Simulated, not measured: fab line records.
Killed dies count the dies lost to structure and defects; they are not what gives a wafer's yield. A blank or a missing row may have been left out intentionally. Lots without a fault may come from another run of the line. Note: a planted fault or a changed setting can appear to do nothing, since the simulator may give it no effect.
Matching of chambers + flow nandHarc + cmp-01 running NHARC_A_STAIRCASE_CMP_152: 4 sister chambers
The step polishes. 4 wafers are shown with their chamber, then 7 later ones without.

WAFERS PAIRED WITH THEIR CHAMBERS
| wafer  | chamber | motorCurrentA (A) |
|--------|---------|-------------------|
| L086.1 | 1       | 11.5              |
| L089.1 | 2       | 14.1              |
| L089.4 | 0       | 14.4              |
| L085.1 | 3       | 10.7              |

WAFERS WITHOUT THEIR CHAMBER
| wafer  | motorCurrentA (A) |
|--------|-------------------|
| L085.3 | 12.3              |
| L092.2 | 12.4              |
| L092.3 | 11.3              |
| L094.4 | 12.8              |
| L095.2 | 12.6              |
| L097.3 | 12.0              |
| L097.4 | 14.4              |

WHICH CHAMBER EACH WENT THROUGH
| wafer  | from the rows above               | in truth |
|--------|-----------------------------------|----------|
| L085.3 | can't be placed: 1 or 3 or 2 or 0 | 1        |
| L092.2 | can't be placed: 1 or 2 or 3 or 0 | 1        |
| L092.3 | can't be placed: 1 or 3           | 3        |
| L094.4 | can't be placed: 2 or 1 or 0 or 3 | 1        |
| L095.2 | can't be placed: 1 or 2 or 0 or 3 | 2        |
| L097.3 | can't be placed: 1 or 3 or 2      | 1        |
| L097.4 | can't be placed: 0 or 2           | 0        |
Correct placement for 0 of the 7. Can't be placed from these rows: 7 (the true chamber is among the candidates in 7). Placed wrongly: 0.
How it was worked out, from the rows above alone: a wafer's distance from a chamber is the root of the sum, over the readings, of the square of ((its reading less the chamber's mean) divided by the reading's scatter). If the next closest chamber is less than 2 further off than the closest, the wafer can't be placed; otherwise it belongs to the closest. Each chamber's mean is taken over the wafers shown for it. The scatter: with one shown wafer a chamber, the root of the mean of the squares of how far each hidden wafer lies from its nearest shown one.
